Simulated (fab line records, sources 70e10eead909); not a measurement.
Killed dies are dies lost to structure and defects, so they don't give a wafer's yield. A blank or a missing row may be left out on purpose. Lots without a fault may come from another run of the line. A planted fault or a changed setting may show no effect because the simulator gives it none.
Problem report in the 8D (eight disciplines) form, filled by code | flow nand_harc | the parts of the form that need people (team, actions taken, sign-off) are left out

1. THE PROBLEM
run_length_s at NHARC_A_WL_FILL_ETCHBACK_16 reads a mean of 28.1 s on 2 wafers of 1 lot; wafers without a fault read 38.7 s with a standard deviation of 0.56. That is -19 standard deviations from the usual mean.
The step: etches the open film in C4F8/O2/Ar, target depth 88 nm, time 17.6 s.
First seen on wafer L987.4, day 19 07:51, on rie_diel-10. The record holds 38 wafers of 13 lots with a number at this step. Rule for "out", or "out of limits": more than 4 standard deviations from the usual mean. The other wafers with a number count as sound.

2. WHAT IT IS AND WHAT IT IS NOT
question                    | is                     | is not
which readings at this step | run_length_s           | oes_product_au, rf_vpp_V
which lots                  | L987                   | L972, L973, L974, L975, L976, L979, L980, L982, L985, L991, L992, L993
which wafers of those lots  | all that have a number | -
read on which tools         | rie_diel-10            | rie_diel-01, rie_diel-11
when                        | from day 19 07:51      | up to then (27 sound wafers); but 9 sound wafers of L991, L992, L993 came after

3. SUSPECTS, AND WHAT RULES EACH OUT
Counting: a tool at a process step up to the reading stays a suspect if it ran every lot that is out and no sound lot after the first of them.
- rie_diel-04 at NHARC_A_SLIT_ETCH_24 (etches the open film in CF4/CHF3, target depth 121 nm, time 60.5 s): ruled out as a lasting fault. Sound lots L993 ran on it after its first lot that is out, L987 (day 18 05:50).
- ald_metal-01 at NHARC_A_WL_FILL_ALD_02 (deposits TiN, target thk 2 nm, pulse time 3 s, ald cycles 100): kept. It ran the lot that is out, L987 (day 18 17:45), and no sound lot after that; its last sound lot up to then is L982 (day 16 23:03).
- rie_diel-10 at NHARC_A_WL_FILL_ETCHBACK_16 (etches the open film in C4F8/O2/Ar, target depth 88 nm, time 17.6 s): kept. It ran the lot that is out, L987 (day 19 07:51), and no sound lot after that; its last sound lot up to then is L980 (day 18 01:53). Its own readings are out on those wafers: run_length_s.
Left after counting: ald_metal-01 at NHARC_A_WL_FILL_ALD_02, rie_diel-10 at NHARC_A_WL_FILL_ETCHBACK_16.

4. THE CAUSE (what the simulator had put in)
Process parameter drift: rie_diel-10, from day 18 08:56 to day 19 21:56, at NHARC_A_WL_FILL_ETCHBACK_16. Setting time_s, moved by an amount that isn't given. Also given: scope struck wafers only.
Counting left 2 suspects, and this tool is among them.

5. THE CHAIN OF EFFECTS, in route order
Each row: a reading whose mean over the struck wafers that have a number lies more than 3 standard deviations from the usual. Only readings for which the record gives a usual standard deviation are gone through. hours: the time from each lot's start at the first step in this table that gives one to its start at this step, as a median over the lots. sigmas: the change in usual standard deviations.
hours | step                        | reading      | usual  | on struck wafers | change | sigmas
0     | NHARC_A_WL_FILL_ETCHBACK_16 | run_length_s | 38.7 s | 28.1             | -10.6  | -19
The process steps in it:
- NHARC_A_WL_FILL_ETCHBACK_16: etches the open film in C4F8/O2/Ar, target depth 88 nm, time 17.6 s.

6. WHAT WOULD HAVE CAUGHT IT SOONER
In this record the first reading out of limits was taken at day 19 07:51, 23 hours after the fault began at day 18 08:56.
